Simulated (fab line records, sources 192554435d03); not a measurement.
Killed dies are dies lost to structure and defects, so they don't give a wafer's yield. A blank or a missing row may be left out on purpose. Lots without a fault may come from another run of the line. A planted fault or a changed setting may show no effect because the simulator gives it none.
fab line records | flow n5_finfet
record lots=24 wafers=72 last_day=18
route steps=1938 shown BEOL_M11@1589 BEOL_M12@1613
lots that met no fault: from a run of the same line without faults
start_h: hours from the record's first day to the start of the lot's first wafer shown | wait_h: hours since the lot's step before | " the same as in the row above | L1.1+2: a row that stands for several wafers | - no value, or no start given | * or withheld: withheld | < > ~ a bound
route shown NAME@n: a module of which the file shows steps, and the number in the route of the first | usual: mean/standard deviation of fault-free wafers | same: alike in all rows | chamber/n: place in a boat | sites: the reading at each site | _std_site: their standard deviation | _edge_site: outer sites' mean less inner sites' | radius_mm: how far each site lies from the wafer's centre | mask NAME#n: copy n | behind: the tool/chamber that last shaped the wafer | hold: why the lot was held/for how many hours/how that ended | device: the transistor (n, p or np) that didn't switch | end of line: the same wafers' tests at the end of the route | a step without rows: its recipe alone | killed: dies lost to structure and defects at the first sort, not the wafer's yield | map: a wafer's dies, x killed, . not, _ none there
set.NAME: the setting as run; set.NAME@STEP: as run at that earlier step | model.NAME: the simulator's own value behind a step, which no gauge read
steps of the route over a sample of lots; a table a step, a row a wafer
services: from which hour (start_h, from the record's first day; less than 0 if before it) a tool's chamber was out of use, for how many hours, and why
## steps
# step N5_BEOL_M11_PRE_CLEAN_45
# recipe gas=H2/He time_s=30 temp_c=250
# usual heater_power_w=325/34
# columns lot.wafer tool chamber start_h wait_h heater_power_w
L074.4 pvd_sputter-03 - 223.75 0.0 360
L074.5 " - " " 261
L074.6 " - " " 367
L076.2 pvd_sputter-03 - 234.49 0.0 368
L076.4 " - " " 336
L076.6 " - " " 300
L075.2 pvd_sputter-03 - 240.49 0.0 303
L075.3 " - " " 375
L075.4 " - " " 268
L077.3 pvd_sputter-02 - 257.95 0.0 331
L077.4 " - " " 346
L077.5 " - " " 342
L078.3 pvd_sputter-03 - 268.60 0.0 339
L078.4 " - " " 363
L078.5 " - " " 346
L079.1 pvd_sputter-03 - 275.03 0.0 303
L079.4 " - " " 365
L079.6 " - " " 300
L080.1 pvd_sputter-01 - 276.24 0.0 304
L080.3 " - " " 319
L080.4 " - " " 306
L083.2 pvd_sputter-02 - 292.29 0.0 357
L083.4 " - " " 336
L083.5 " - " " 319
L081.2 pvd_sputter-03 - 297.43 0.0 357
L081.4 " - " " 296
L081.6 " - " " 368
L084.2 pvd_sputter-02 - 301.70 0.0 324
L084.4 " - " " 335
L084.5 " - " " 315
L082.1 pvd_sputter-01 - 310.52 0.0 319
L082.4 " - " " 306
L082.6 " - " " 322
L085.2 pvd_sputter-01 - 312.20 0.0 308
L085.4 " - " " 383
L085.6 " - " " 301
L086.4 pvd_sputter-01 - 322.90 0.0 304
L086.5 " - " " 314
L086.6 " - " " 326
L087.4 pvd_sputter-03 - 328.95 0.0 300
L087.5 " - " " 307
L087.6 " - " " 371
L088.1 pvd_sputter-03 - 333.97 0.0 366
L088.2 " - " " 340
L088.6 " - " " 302
L090.2 pvd_sputter-01 - 339.88 0.0 311
L090.3 " - " " 304
L090.4 " - " " 319
L089.1 pvd_sputter-02 - 343.44 0.0 331
L089.3 " - " " 335
L089.5 " - " " 346
L091.1 pvd_sputter-03 - 344.03 0.0 349
L091.5 " - " " 270
L091.6 " - " " 364
L093.1 pvd_sputter-03 - 347.10 0.0 358
L093.3 " - " " 264
L093.5 " - " " 262
L094.1 pvd_sputter-01 - 350.39 0.0 317
L094.2 " - " " 305
L094.5 " - " " 302
L096.1 pvd_sputter-01 - 350.47 0.0 308
L096.3 " - " " 388
L096.5 " - " " 321
L092.1 pvd_sputter-03 - 354.55 0.0 343
L092.3 " - " " 361
L092.6 " - " " 307
L095.3 pvd_sputter-02 - 379.00 0.0 345
L095.5 " - " " 318
L095.6 " - " " 291
L097.2 pvd_sputter-01 - 394.06 0.0 303
L097.3 " - " " 325
L097.4 " - " " 388
# step N5_BEOL_M12_OVL_MEAS_11
# recipe points_per_wafer=44
# usual V11_OVL=1/4.5
# same points_per_wafer=44
# columns lot.wafer tool chamber start_h wait_h V11_OVL[nm]
L074.4 overlay-01 0 228.34 0.0 10
L074.5 " 0 " " 3
L074.6 " 0 " " 7
L076.2 overlay-02 0 236.60 0.0 -5
L076.4 " 0 " " -1
L076.6 " 0 " " -4
L075.2 overlay-01 0 243.07 0.0 1
L075.3 " 0 " " 4
L075.4 " 0 " " 3
L077.3 overlay-02 0 260.22 0.0 3
L077.4 " 0 " " 0
L077.5 " 0 " " 5
L078.3 overlay-01 0 271.03 0.0 1
L078.4 " 0 " " -3
L078.5 " 0 " " 0
L079.1 overlay-01 0 277.86 0.0 4
L079.4 " 0 " " 0
L079.6 " 0 " " -1
L080.1 overlay-01 0 279.53 0.0 2
L080.3 " 0 " " 4
L080.4 " 0 " " -6
L083.2 overlay-02 0 298.06 0.0 -6
L083.4 " 0 " " -8
L083.5 " 0 " " -7
L081.2 overlay-01 0 299.79 0.0 1
L081.4 " 0 " " -2
L081.6 " 0 " " -5
L084.2 overlay-02 0 304.01 0.0 6
L084.4 " 0 " " 1
L084.5 " 0 " " 3
L082.1 overlay-02 0 312.64 0.0 1
L082.4 " 0 " " 3
L082.6 " 0 " " -2
L085.2 overlay-02 0 314.79 0.0 8
L085.4 " 0 " " 10
L085.6 " 0 " " 9
L086.4 overlay-01 0 325.28 0.0 1
L086.5 " 0 " " -5
L086.6 " 0 " " -5
L087.4 overlay-01 0 331.11 0.0 5
L087.5 " 0 " " 1
L087.6 " 0 " " 10
L088.1 overlay-02 0 336.36 0.0 5
L088.2 " 0 " " -1
L088.6 " 0 " " -2
L090.2 overlay-01 0 343.97 0.0 -4
L090.3 " 0 " " -10
L090.4 " 0 " " -6
L089.1 overlay-02 0 346.41 0.0 5
L089.3 " 0 " " 2
L089.5 " 0 " " 3
L091.1 overlay-02 0 347.72 0.0 -2
L091.5 " 0 " " 3
L091.6 " 0 " " 2
L093.1 overlay-02 0 349.60 0.0 -1
L093.3 " 0 " " -1
L093.5 " 0 " " 5
L094.1 overlay-01 0 353.16 0.0 1
L094.2 " 0 " " -3
L094.5 " 0 " " 3
L096.1 overlay-01 0 353.38 0.0 6
L096.3 " 0 " " -1
L096.5 " 0 " " 2
L092.1 overlay-02 0 356.88 0.0 5
L092.3 " 0 " " 9
L092.6 " 0 " " 3
L095.3 overlay-01 0 381.42 0.0 -2
L095.5 " 0 " " 9
L095.6 " 0 " " -5
L097.2 overlay-02 0 396.41 0.0 11
L097.3 " 0 " " 4
L097.4 " 0 " " 3
# step N5_BEOL_M12_CD_MEAS_28
# recipe target_cd_nm=160.2 landing_energy_ev=500 detector=se_inlens polarity=opening
# usual cd_nm=160.1/1.5
# columns lot.wafer tool chamber start_h wait_h cd_nm
L074.4 cd_sem-01 0 229.38 - 157.9
L074.5 " 0 " " 158.6
L074.6 " 0 " " 159.5
L076.2 cd_sem-02 0 237.61 - 159.1
L076.4 " 0 " " 161.0
L076.6 " 0 " " 159.3
L075.2 cd_sem-02 0 244.28 - 162.1
L075.3 " 0 " " 159.2
L075.4 " 0 " " 160.7
L077.3 cd_sem-03 0 261.14 - 161.9
L077.4 " 0 " " 163.4
L077.5 " 0 " " 162.4
L078.3 cd_sem-01 0 272.07 - 159.8
L078.4 " 0 " " 161.3
L078.5 " 0 " " 157.1
L079.1 cd_sem-01 0 279.00 - 159.6
L079.4 " 0 " " 162.1
L079.6 " 0 " " 159.5
L080.1 cd_sem-01 0 280.41 - 161.0
L080.3 " 0 " " 160.0
L080.4 " 0 " " 162.0
L083.2 cd_sem-03 0 299.07 - 159.7
L083.4 " 0 " " 162.2
L083.5 " 0 " " 159.4
L081.2 cd_sem-01 0 300.67 - 161.6
L081.4 " 0 " " 160.7
L081.6 " 0 " " 159.8
L084.2 cd_sem-02 0 304.89 - 158.9
L084.4 " 0 " " 159.2
L084.5 " 0 " " 160.8
L082.1 cd_sem-02 0 313.92 - 163.3
L082.4 " 0 " " 161.5
L082.6 " 0 " " 160.8
L085.2 cd_sem-01 0 315.67 - 159.9
L085.4 " 0 " " 160.9
L085.6 " 0 " " 160.4
L086.4 cd_sem-03 0 326.39 - 161.6
L086.5 " 0 " " 159.9
L086.6 " 0 " " 162.4
L087.4 cd_sem-01 0 332.00 - 159.0
L087.5 " 0 " " 160.9
L087.6 " 0 " " 160.6
L088.1 cd_sem-02 0 337.46 - 159.8
L088.2 " 0 " " 161.8
L088.6 " 0 " " 160.1
L090.2 cd_sem-01 0 344.85 - 159.1
L090.3 " 0 " " 156.8
L090.4 " 0 " " 157.0
L089.1 cd_sem-02 0 347.29 - 161.1
L089.3 " 0 " " 163.7
L089.5 " 0 " " 161.8
L091.1 cd_sem-01 0 348.60 - 162.7
L091.5 " 0 " " 162.6
L091.6 " 0 " " 160.2
L093.1 cd_sem-02 0 351.16 - 160.4
L093.3 " 0 " " 157.7
L093.5 " 0 " " 161.2
L094.1 cd_sem-03 0 354.21 - 160.4
L094.2 " 0 " " 158.2
L094.5 " 0 " " 162.0
L096.1 cd_sem-01 0 354.37 - 160.7
L096.3 " 0 " " 159.2
L096.5 " 0 " " 162.0
L092.1 cd_sem-01 0 357.88 - 159.2
L092.3 " 0 " " 159.1
L092.6 " 0 " " 158.7
L095.3 cd_sem-01 0 382.31 - 161.7
L095.5 " 0 " " 158.6
L095.6 " 0 " " 160.8
L097.2 cd_sem-01 0 397.29 - 160.3
L097.3 " 0 " " 158.5
L097.4 " 0 " " 159.9
# step N5_BEOL_M12_PRE_CLEAN_42
# recipe gas=H2/He time_s=30 temp_c=250
# usual heater_power_w=323/31
# columns lot.wafer tool chamber start_h wait_h heater_power_w
L074.4 pvd_sputter-01 - 231.75 0.0 304
L074.5 " - " " 312
L074.6 " - " " 321
L076.2 pvd_sputter-03 - 241.79 0.0 263
L076.4 " - " " 336
L076.6 " - " " 307
L075.2 pvd_sputter-03 - 245.38 0.0 336
L075.3 " - " " 377
L075.4 " - " " 306
L077.3 pvd_sputter-01 - 265.97 0.0 302
L077.4 " - " " 331
L077.5 " - " " 384
L078.3 pvd_sputter-03 - 274.56 0.0 263
L078.4 " - " " 343
L078.5 " - " " 259
L079.1 pvd_sputter-02 - 282.82 0.0 299
L079.4 " - " " 354
L079.6 " - " " 358
L080.1 pvd_sputter-03 - 283.08 0.0 363
L080.3 " - " " 345
L080.4 " - " " 301
L083.2 pvd_sputter-02 - 300.88 0.0 325
L083.4 " - " " 320
L083.5 " - " " 338
L081.2 pvd_sputter-01 - 306.91 0.0 314
L081.4 " - " " 390
L081.6 " - " " 314
L084.2 pvd_sputter-02 - 308.13 0.0 302
L084.4 " - " " 311
L084.5 " - " " 330
L082.1 pvd_sputter-03 - 315.87 0.0 261
L082.4 " - " " 298
L082.6 " - " " 304
L085.2 pvd_sputter-02 - 319.11 0.0 294
L085.4 " - " " 352
L085.6 " - " " 328
L086.4 pvd_sputter-01 - 328.30 0.0 314
L086.5 " - " " 325
L086.6 " - " " 302
L087.4 pvd_sputter-02 - 333.54 0.0 318
L087.5 " - " " 344
L087.6 " - " " 311
L088.1 pvd_sputter-01 - 342.16 0.0 317
L088.2 " - " " 309
L088.6 " - " " 309
L090.2 pvd_sputter-01 - 346.85 0.0 318
L090.3 " - " " 385
L090.4 " - " " 300
L089.1 pvd_sputter-03 - 349.70 0.0 261
L089.3 " - " " 292
L089.5 " - " " 346
L091.1 pvd_sputter-02 - 350.81 0.0 290
L091.5 " - " " 292
L091.6 " - " " 325
L093.1 pvd_sputter-03 - 353.79 0.0 295
L093.3 " - " " 255
L093.5 " - " " 371
L094.1 pvd_sputter-02 - 356.12 0.0 297
L094.2 " - " " 317
L094.5 " - " " 294
L096.1 pvd_sputter-02 - 356.52 0.0 332
L096.3 " - " " 321
L096.5 " - " " 351
L092.1 pvd_sputter-02 - 360.66 0.0 321
L092.3 " - " " 303
L092.6 " - " " 334
L095.3 pvd_sputter-03 - 385.78 0.0 260
L095.5 " - " " 298
L095.6 " - " " 367
L097.2 pvd_sputter-02 - 398.99 0.0 307
L097.3 " - " " 318
L097.4 " - " " 341
# step N5_BEOL_M12_SPUTTER_44
# recipe material=Ta target_thk_a=100 temp_c=50 bias_v=80 power_w=15000 chamber_pressure_pa=0.07 time_s=16.13
# usual substrate_temp_c=49.98/0.12 throttle_valve_pct=29.4/0.85
# columns lot.wafer tool chamber start_h wait_h substrate_temp_c throttle_valve_pct
L074.4 pvd_sputter-01 - 231.87 0.0 50.27 30.0
L074.5 " - " " 49.90 29.7
L074.6 " - " " 50.09 31.9
L076.2 pvd_sputter-03 - 241.91 0.0 50.04 28.6
L076.4 " - " " 50.03 29.5
L076.6 " - " " 50.16 29.1
L075.2 pvd_sputter-03 - 245.50 0.0 49.94 29.3
L075.3 " - " " 49.97 29.3
L075.4 " - " " 49.91 29.2
L077.3 pvd_sputter-01 - 266.09 0.0 50.02 28.2
L077.4 " - " " 49.85 31.8
L077.5 " - " " 50.23 30.5
L078.3 pvd_sputter-03 - 274.68 0.0 50.04 28.9
L078.4 " - " " 49.99 29.2
L078.5 " - " " 49.97 28.5
L079.1 pvd_sputter-02 - 282.94 0.0 49.74 28.8
L079.4 " - " " 49.99 29.0
L079.6 " - " " 49.91 28.8
L080.1 pvd_sputter-03 - 283.20 0.0 50.17 29.5
L080.3 " - " " 50.06 29.3
L080.4 " - " " 50.07 29.5
L083.2 pvd_sputter-02 - 301.00 0.0 49.92 30.1
L083.4 " - " " 49.95 29.2
L083.5 " - " " 49.99 29.7
L081.2 pvd_sputter-01 - 307.03 0.0 50.12 31.2
L081.4 " - " " 50.00 30.6
L081.6 " - " " 49.91 31.4
L084.2 pvd_sputter-02 - 308.25 0.0 50.04 28.9
L084.4 " - " " 50.14 29.1
L084.5 " - " " 49.85 30.0
L082.1 pvd_sputter-03 - 315.99 0.0 50.06 28.9
L082.4 " - " " 50.09 29.1
L082.6 " - " " 50.14 29.1
L085.2 pvd_sputter-02 - 319.23 0.0 49.76 28.7
L085.4 " - " " 49.91 28.8
L085.6 " - " " 50.01 29.7
L086.4 pvd_sputter-01 - 328.44 0.0 50.05 27.9
L086.5 " - " " 49.91 31.8
L086.6 " - " " 49.93 29.9
L087.4 pvd_sputter-02 - 333.66 0.0 50.17 29.2
L087.5 " - " " 49.88 28.9
L087.6 " - " " 50.09 29.2
L088.1 pvd_sputter-01 - 342.28 0.0 49.95 31.6
L088.2 " - " " 50.16 29.9
L088.6 " - " " 50.08 30.1
L090.2 pvd_sputter-01 - 346.97 0.0 49.83 31.6
L090.3 " - " " 49.89 30.5
L090.4 " - " " 49.92 29.9
L089.1 pvd_sputter-03 - 349.82 0.0 50.05 28.9
L089.3 " - " " 50.01 29.2
L089.5 " - " " 50.01 29.3
L091.1 pvd_sputter-02 - 350.93 0.0 50.01 28.5
L091.5 " - " " 50.04 28.5
L091.6 " - " " 50.11 30.1
L093.1 pvd_sputter-03 - 353.91 0.0 50.07 29.3
L093.3 " - " " 49.96 28.9
L093.5 " - " " 49.92 29.4
L094.1 pvd_sputter-02 - 356.24 0.0 50.00 28.9
L094.2 " - " " 49.79 29.1
L094.5 " - " " 50.01 28.8
L096.1 pvd_sputter-02 - 356.64 0.0 49.78 29.5
L096.3 " - " " 50.08 29.0
L096.5 " - " " 49.88 29.0
L092.1 pvd_sputter-02 - 360.78 0.0 49.94 29.2
L092.3 " - " " 50.00 28.6
L092.6 " - " " 50.03 30.0
L095.3 pvd_sputter-03 - 385.90 0.0 50.01 28.5
L095.5 " - " " 50.04 29.2
L095.6 " - " " 50.00 29.4
L097.2 pvd_sputter-02 - 399.11 0.0 49.92 28.4
L097.3 " - " " 49.90 29.1
L097.4 " - " " 50.19 28.9
# step N5_BEOL_M12_THK_MEAS_50
# recipe thk_meas_gauge=xrf reads=Cu_of_BEOL_M12_ECD_47
# usual M12_THK=321/4.7
# columns lot.wafer tool chamber start_h wait_h M12_THK[nm]
L074.4 film_metro-01 - 232.80 - 319
L074.5 " - " " 318
L074.6 " - " " 318
L076.2 film_metro-01 - 243.23 - 317
L076.4 " - " " 321
L076.6 " - " " 315
L075.2 film_metro-01 - 246.44 - 324
L075.3 " - " " 322
L075.4 " - " " 322
L077.3 film_metro-01 - 267.03 - 322
L077.4 " - " " 324
L077.5 " - " " 322
L078.3 film_metro-01 - 275.61 - 320
L078.4 " - " " 316
L078.5 " - " " 321
L079.1 film_metro-01 - 283.87 - 321
L079.4 " - " " 323
L079.6 " - " " 315
L080.1 film_metro-01 - 284.41 - 320
L080.3 " - " " 322
L080.4 " - " " 321
L083.2 film_metro-01 - 301.94 - 317
L083.4 " - " " 327
L083.5 " - " " 315
L081.2 film_metro-01 - 307.97 - 324
L081.4 " - " " 320
L081.6 " - " " 324
L084.2 film_metro-01 - 310.07 - 322
L084.4 " - " " 330
L084.5 " - " " 328
L082.1 film_metro-02 - 316.92 - 313
L082.4 " - " " 316
L082.6 " - " " 321
L085.2 film_metro-01 - 320.17 - 318
L085.4 " - " " 324
L085.6 " - " " 316
L086.4 film_metro-02 - 329.34 - 313
L086.5 " - " " 322
L086.6 " - " " 320
L087.4 film_metro-02 - 334.60 - 317
L087.5 " - " " 319
L087.6 " - " " 323
L088.1 film_metro-01 - 343.22 - 318
L088.2 " - " " 320
L088.6 " - " " 321
L090.2 film_metro-01 - 347.90 - 317
L090.3 " - " " 322
L090.4 " - " " 332
L089.1 film_metro-01 - 350.77 - 318
L089.3 " - " " 316
L089.5 " - " " 317
L091.1 film_metro-01 - 351.87 - 322
L091.5 " - " " 322
L091.6 " - " " 321
L093.1 film_metro-02 - 354.85 - 327
L093.3 " - " " 320
L093.5 " - " " 326
L094.1 film_metro-01 - 357.17 - 317
L094.2 " - " " 330
L094.5 " - " " 318
L096.1 film_metro-01 - 357.57 - 323
L096.3 " - " " 319
L096.5 " - " " 318
L092.1 film_metro-02 - 361.77 - 332
L092.3 " - " " 315
L092.6 " - " " 314
L095.3 film_metro-02 - 386.92 - 324
L095.5 " - " " 319
L095.6 " - " " 326
L097.2 film_metro-02 - 400.05 - 319
L097.3 " - " " 328
L097.4 " - " " 322
## services
# columns tool chamber start_h hours kind
pvd_sputter-01 - 302.73 1.0 repair
pvd_sputter-02 - 321.35 3.9 repair
pvd_sputter-03 - 372.82 2.8 repair
## key
fault none
